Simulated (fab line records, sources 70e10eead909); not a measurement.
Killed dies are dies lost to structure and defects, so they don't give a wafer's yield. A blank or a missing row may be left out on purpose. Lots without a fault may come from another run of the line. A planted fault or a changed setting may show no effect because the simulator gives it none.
A sampling plan put to the test | flow nand_harc | one fab line, 23 faults that these records tell of, each judged on the records of the lots that it struck
The plan is the line's own looks: the steps of the route at which a gauge or an inspection reads the wafer and doesn't change it. A look can be judged if struck wafers have a number there and the file gives its usual mean and standard deviation on fault-free wafers. Caught: at a look after the fault's first step, the mean of the struck wafers lies 4 or more of those standard deviations (sigma) from the usual mean. On the tool: the same test on the tool's own readings at the fault's steps. Another recipe on the struck wafers, or a record that is blank for them alone, also counts as caught.

THE FAULTS, as the simulator had put them in
1. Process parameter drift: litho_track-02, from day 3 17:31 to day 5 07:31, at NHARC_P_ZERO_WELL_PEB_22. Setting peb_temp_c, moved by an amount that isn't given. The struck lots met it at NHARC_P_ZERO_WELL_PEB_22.
2. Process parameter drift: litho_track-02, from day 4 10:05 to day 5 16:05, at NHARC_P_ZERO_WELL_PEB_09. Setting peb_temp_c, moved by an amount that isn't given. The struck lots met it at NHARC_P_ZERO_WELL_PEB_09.
3. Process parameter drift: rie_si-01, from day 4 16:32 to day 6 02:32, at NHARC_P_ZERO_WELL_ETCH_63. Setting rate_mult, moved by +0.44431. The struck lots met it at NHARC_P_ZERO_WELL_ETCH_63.
4. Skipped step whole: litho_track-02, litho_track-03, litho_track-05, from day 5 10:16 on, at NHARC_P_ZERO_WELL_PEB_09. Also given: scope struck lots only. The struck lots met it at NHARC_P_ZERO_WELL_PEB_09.
5. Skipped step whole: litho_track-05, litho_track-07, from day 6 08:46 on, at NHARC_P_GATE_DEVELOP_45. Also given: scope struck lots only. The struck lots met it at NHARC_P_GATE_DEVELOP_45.
6. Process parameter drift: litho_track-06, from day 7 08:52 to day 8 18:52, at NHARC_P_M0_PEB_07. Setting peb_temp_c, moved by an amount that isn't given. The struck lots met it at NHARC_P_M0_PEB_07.
7. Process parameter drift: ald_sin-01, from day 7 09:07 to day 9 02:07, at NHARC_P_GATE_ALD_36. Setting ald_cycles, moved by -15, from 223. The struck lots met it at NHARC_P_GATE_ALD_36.
8. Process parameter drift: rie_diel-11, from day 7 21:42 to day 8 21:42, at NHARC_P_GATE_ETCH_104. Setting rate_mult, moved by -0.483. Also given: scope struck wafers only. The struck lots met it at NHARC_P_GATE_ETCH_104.
9. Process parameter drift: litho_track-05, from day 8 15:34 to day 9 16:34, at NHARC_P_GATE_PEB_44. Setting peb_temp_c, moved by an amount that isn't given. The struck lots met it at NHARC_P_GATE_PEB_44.
10. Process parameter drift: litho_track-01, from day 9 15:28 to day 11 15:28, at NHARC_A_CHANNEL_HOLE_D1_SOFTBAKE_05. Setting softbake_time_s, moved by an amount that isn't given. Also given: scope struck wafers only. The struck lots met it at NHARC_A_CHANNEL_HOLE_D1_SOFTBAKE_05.
11. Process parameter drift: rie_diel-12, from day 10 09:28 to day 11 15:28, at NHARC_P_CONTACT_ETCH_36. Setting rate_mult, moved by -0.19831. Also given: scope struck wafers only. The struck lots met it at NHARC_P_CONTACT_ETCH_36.
12. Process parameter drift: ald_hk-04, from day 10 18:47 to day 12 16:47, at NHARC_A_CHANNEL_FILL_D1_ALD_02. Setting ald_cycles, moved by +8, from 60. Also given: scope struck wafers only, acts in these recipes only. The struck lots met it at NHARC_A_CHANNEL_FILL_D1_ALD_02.
13. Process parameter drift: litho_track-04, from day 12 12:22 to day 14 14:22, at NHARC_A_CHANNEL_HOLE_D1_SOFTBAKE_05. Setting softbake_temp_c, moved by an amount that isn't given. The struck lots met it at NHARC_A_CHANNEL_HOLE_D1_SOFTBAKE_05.
14. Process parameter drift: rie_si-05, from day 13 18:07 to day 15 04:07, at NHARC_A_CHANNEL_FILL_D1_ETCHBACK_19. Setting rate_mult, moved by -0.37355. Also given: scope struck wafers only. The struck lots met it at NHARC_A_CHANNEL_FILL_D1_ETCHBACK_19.
15. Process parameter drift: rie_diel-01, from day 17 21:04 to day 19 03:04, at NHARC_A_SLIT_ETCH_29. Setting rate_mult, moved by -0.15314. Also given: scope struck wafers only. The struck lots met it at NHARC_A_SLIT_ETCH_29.
16. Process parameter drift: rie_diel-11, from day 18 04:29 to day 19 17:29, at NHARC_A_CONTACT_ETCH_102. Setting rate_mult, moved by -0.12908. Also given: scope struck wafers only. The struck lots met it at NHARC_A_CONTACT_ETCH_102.
17. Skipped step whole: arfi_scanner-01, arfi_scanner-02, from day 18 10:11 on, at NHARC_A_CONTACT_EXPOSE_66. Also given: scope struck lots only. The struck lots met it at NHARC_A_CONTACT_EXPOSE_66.
18. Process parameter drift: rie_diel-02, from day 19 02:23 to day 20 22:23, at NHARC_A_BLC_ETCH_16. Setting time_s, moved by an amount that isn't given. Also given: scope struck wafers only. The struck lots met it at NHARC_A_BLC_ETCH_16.
19. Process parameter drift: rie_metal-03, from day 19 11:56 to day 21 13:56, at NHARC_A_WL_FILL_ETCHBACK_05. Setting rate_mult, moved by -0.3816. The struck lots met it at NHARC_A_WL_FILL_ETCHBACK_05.
20. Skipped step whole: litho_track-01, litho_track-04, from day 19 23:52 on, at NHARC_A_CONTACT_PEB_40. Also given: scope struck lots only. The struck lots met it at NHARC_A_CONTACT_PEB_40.
21. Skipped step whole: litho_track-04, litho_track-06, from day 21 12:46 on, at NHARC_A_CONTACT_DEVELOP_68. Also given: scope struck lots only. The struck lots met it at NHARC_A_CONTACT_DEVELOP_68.
22. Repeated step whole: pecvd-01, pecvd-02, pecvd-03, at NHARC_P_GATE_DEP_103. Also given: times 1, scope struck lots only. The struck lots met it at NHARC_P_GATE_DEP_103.
23. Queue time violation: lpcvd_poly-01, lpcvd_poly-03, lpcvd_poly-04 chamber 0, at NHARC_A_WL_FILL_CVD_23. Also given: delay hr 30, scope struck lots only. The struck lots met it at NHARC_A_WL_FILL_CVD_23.

WHAT THE PLAN SAW
fault | on the tool itself                               | first look that catches it                      | reading, sigma          | median hours from its first step to that look | hours from the fault's start to the first struck lot there | judged looks passed uncaught
1     | plate_temp_C +13 sigma                           | no look after it can be judged                  | -                       | -                                             | -                                                          | 0
2     | plate_temp_C +5.4 sigma                          | not the one look that can be judged after it    | -                       | -                                             | -                                                          | 1
3     | oes_product_au +27 sigma                         | no look after it can be judged                  | -                       | -                                             | -                                                          | 0
4     | the tool's record is blank for the struck wafers | no look after it can be judged                  | -                       | -                                             | -                                                          | 0
5     | the tool's record is blank for the struck wafers | no look after it can be judged                  | -                       | -                                             | -                                                          | 0
6     | plate_temp_C -11 sigma                           | no look after it can be judged                  | -                       | -                                             | -                                                          | 0
7     | under 2 sigma                                    | no look after it can be judged                  | -                       | -                                             | -                                                          | 0
8     | oes_product_au -14 sigma                         | no look after it can be judged                  | -                       | -                                             | -                                                          | 0
9     | plate_temp_C -10 sigma                           | no look after it can be judged                  | -                       | -                                             | -                                                          | 0
10    | heater_power_total_W +99 or beyond sigma         | not the one look that can be judged after it    | -                       | -                                             | -                                                          | 1
11    | oes_product_au -10 sigma                         | NHARC_END_SORT_01                               | killed_at_periphery +19 | 330.4                                         | 337                                                        | 0
12    | under 2 sigma                                    | no look after it can be judged                  | -                       | -                                             | -                                                          | 0
13    | heater_power_total_W +99 or beyond sigma         | none of the 2 looks that can be judged after it | -                       | -                                             | -                                                          | 2
14    | oes_product_au -23 sigma                         | not the one look that can be judged after it    | -                       | -                                             | -                                                          | 1
15    | oes_product_au -8.9 sigma                        | no look after it can be judged                  | -                       | -                                             | -                                                          | 0
16    | oes_product_au -9.1 sigma                        | NHARC_END_SORT_01                               | killed_dies +58         | 73.2                                          | 77                                                         | 0
17    | no reading that can be judged                    | no look after it can be judged                  | -                       | -                                             | -                                                          | 0
18    | run_length_s -45 sigma                           | not the one look that can be judged after it    | -                       | -                                             | -                                                          | 1
19    | oes_product_au -29 sigma                         | not the one look that can be judged after it    | -                       | -                                             | -                                                          | 1
20    | the tool's record is blank for the struck wafers | no look after it can be judged                  | -                       | -                                             | -                                                          | 0
21    | the tool's record is blank for the struck wafers | no look after it can be judged                  | -                       | -                                             | -                                                          | 0
22    | under 2 sigma                                    | not the one look that can be judged after it    | -                       | -                                             | -                                                          | 1
23    | no reading that can be judged                    | not the one look that can be judged after it    | -                       | -                                             | -                                                          | 1
A dash: the fault isn't caught, or these records don't give the number.

Caught at a look: 2 of 23. Caught on the tool: 18 of 23. By one or the other: 18 of 23.
Caught on the tool alone: faults 1, 2, 3, 4, 5, 6, 8, 9, 10, 13, 14, 15, 18, 19, 20, 21.
Caught by neither: faults 7, 12, 17, 22, 23.

THINNER SAMPLING
If the look that catches a fault measured only every second or every third lot, by lot number, the first struck lot would be measured this late in the worst case:
fault | struck lots at that look, in order of time | every lot | every second lot | every third lot
11    | L200                                       | 337 h     | may miss it      | may miss it
16    | L447, L450                                 | 77 h      | 99 h             | may miss all 2
Hours are from the fault's start to the first struck lot that is measured. The limit of 4 sigma was tested on all struck wafers together, so one lot alone may lie under it. Other struck lots may not be in these records.

THE LONGEST TIMED WAY FROM STEP TO LOOK
Fault 11: a median of 330.4 hours passes between NHARC_P_CONTACT_ETCH_36 and NHARC_END_SORT_01. No look between them can be judged.
